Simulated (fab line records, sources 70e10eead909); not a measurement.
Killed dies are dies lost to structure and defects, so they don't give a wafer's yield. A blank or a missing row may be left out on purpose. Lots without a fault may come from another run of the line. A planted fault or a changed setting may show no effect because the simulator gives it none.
A struck lot beside a sound one | flow nand_harc | 26 steps out of a route of 1302
Sound: wafers L480.1, L480.4, L480.5. Struck: wafers L484.2, L484.4, L484.5. The cause comes at the end.
At each step with rows: each side's tool, then ch and its chambers, then its first start. Under that, the readings that differ: sound wafers | struck wafers | difference of the means | sigmas: that difference in standard deviations of wafers without a fault.
alike: readings whose means differ by less than 2 such deviations, and words and numbers that are the same on both sides. not compared: withheld readings, readings that some wafer has no value for, bounds like >300 that may hide the same value, and numbers for which the record gives no deviation and whose values overlap.
The two part at a step that has a row with sigmas, a row that says differs or no value, or rows on one side only. Numbers that don't overlap but have no deviation are shown without sigmas and don't part them. A reading that every wafer of one side lacks parts them only if that side has two wafers or more.

first, 5 steps without rows for these wafers: NHARC_P_GATE_STRIP_15 (strips in SPM, time 780 s); NHARC_P_GATE_PRECLEAN_71 (cleans in SC1); NHARC_P_GATE_SRD_72; NHARC_P_GATE_OXIDE_16 (material SiO2, target thk 3 nm, ox time 392 s); NHARC_P_GATE_CVD_17 (deposits poly-Si, target thk 150 nm, time 900 s).
NHARC_P_GATE_HM_DEP_102: deposits aC, target thk 120 nm.
  sound on acl_dep-01 ch 0, day 5 13:41; struck on acl_dep-02 ch 0, day 7 04:23
  alike: throttle_valve_pct
NHARC_P_GATE_DEP_103: deposits SiON, target thk 30 nm.
  sound on pecvd-02 ch 0,1,2, day 5 14:21; struck on pecvd-02 ch 0,1,2, day 7 05:00
  alike: heater_power_w
then, 5 steps without rows for these wafers: NHARC_P_GATE_DEHYDRATE_18 (time 120 s); NHARC_P_GATE_HMDS_19 (time 30 s); NHARC_P_GATE_COAT_20 (resist thk 90 nm); NHARC_P_GATE_SOFTBAKE_21 (time 55 s); NHARC_P_GATE_EBR_22.
NHARC_P_GATE_EXPOSE_23: exposes mask P GATE, target cd 120 nm.
  sound on arfi_scanner-01 ch 0, day 5 14:53; struck on arfi_scanner-01 ch 0, day 7 05:29
  reading | sound                      | struck                              | difference | sigmas
  mask    | P_GATE#0 P_GATE#0 P_GATE#0 | P_GATE_R1#0 P_GATE_R1#0 P_GATE_R1#0 | differs    |
then, 2 steps without rows for these wafers: NHARC_P_GATE_PEB_24 (peb time 65 s); NHARC_P_GATE_DEVELOP_25 (develop time 35 s).
NHARC_P_GATE_CD_MEAS_26: target cd 120 nm.
  sound on cd_sem-01 ch 0, day 5 15:02; struck on cd_sem-01 ch 0, day 7 05:37
  reading    | sound             | struck         | difference | sigmas
  cd_nm (nm) | 119.1 119.0 118.8 | 89.4 89.5 89.8 | -29.4      | -57
NHARC_P_GATE_OVL_MEAS_27:
  sound on overlay-02, day 5 15:07; struck on overlay-01, day 7 05:43
  alike: overlay_x_nm, overlay_y_nm
NHARC_P_GATE_INSPECT_28:
  sound on defect_inspect-02, day 5 15:09; struck on defect_inspect-02, day 7 05:45
  alike: raw_defect_count
NHARC_P_GATE_DESCUM_31: chemistry O2, time 3 s.
  sound on rie_diel-12 ch 0,1,2, day 5 15:14; struck on rie_diel-12 ch 0,1, day 7 05:49
  reading                 | sound             | struck            | difference | sigmas
  model.P_GATE.cd_nm (nm) | 119.7 119.4 119.2 | 89.47 89.98 90.04 | -29.60     |
  alike: drypump_motor_current_A, oes_product_au, rf_vpp_V, showerhead_plenum_p_Torr, throttle_valve_pct
  not compared: rf_hours_counter_h
NHARC_P_GATE_ETCH_104: etches the open film in CF4/CHF3, target depth 60 nm.
  sound on rie_diel-12 ch 0,1,3, day 5 15:19; struck on rie_diel-12 ch 1,2, day 7 05:53
  reading               | sound             | struck            | difference | sigmas
  oes_product_au (a.u.) | 0.982 0.977 0.966 | 0.922 0.928 0.926 | -0.050     | -2
  alike: drypump_motor_current_A, rf_vpp_V, showerhead_plenum_p_Torr, throttle_valve_pct
NHARC_P_GATE_HM_OPEN_105: chemistry O2/COS, target depth 360 nm.
  sound on rie_diel-12 ch 0,2; struck on rie_diel-12 ch 0,1,3
  alike: cos_flow_sccm, drypump_motor_current_A, oes_product_au, rf_vpp_V, showerhead_plenum_p_Torr, throttle_valve_pct
  not compared: rf_hours_counter_h
then, 2 steps without rows for these wafers: NHARC_P_GATE_STRIP_106 (strips in O2/COS); NHARC_P_GATE_ETCH_114 (etches the open film in CF4/O2, target depth 30 nm, overetch 3 nm, time 16.5 s).
NHARC_P_GATE_ETCH_32: etches the open film in HBr/Cl2, target depth 150 nm, time 100.1 s.
  sound on rie_si-04 ch 0,1,2, day 5 15:43; struck on rie_si-04 ch 0,1,2, day 7 06:16
  reading                 | sound             | struck            | difference | sigmas
  model.P_GATE.cd_nm (nm) | 120.2 121.1 118.7 | 89.55 88.95 90.24 | -30.42     |
  alike: drypump_motor_current_A, oes_product_au, throttle_valve_pct
  not compared: rf_hours_counter_h
NHARC_P_GATE_STRIP_108: strips in O2.
  sound on rie_diel-01 ch 1,2,3, day 5 15:50; struck on rie_diel-05 ch 0,2,3, day 7 06:26
  alike: drypump_motor_current_A, oes_product_au, rf_vpp_V, showerhead_plenum_p_Torr, throttle_valve_pct
  not compared: rf_hours_counter_h
-- the record jumps here: 19 days lie between the struck wafers' starts before and after (it left off in module P_GATE and takes up again in module END, whose first step shown is number 1302 of the route) --
NHARC_END_SORT_01:
  the record has rows for the struck wafers here (prober-01 ch 0, day 26 03:13) and none for the sound ones

WHERE THEY PART
First at NHARC_P_GATE_EXPOSE_23; last, within this record, at NHARC_END_SORT_01.

WHY: what the simulator had put in
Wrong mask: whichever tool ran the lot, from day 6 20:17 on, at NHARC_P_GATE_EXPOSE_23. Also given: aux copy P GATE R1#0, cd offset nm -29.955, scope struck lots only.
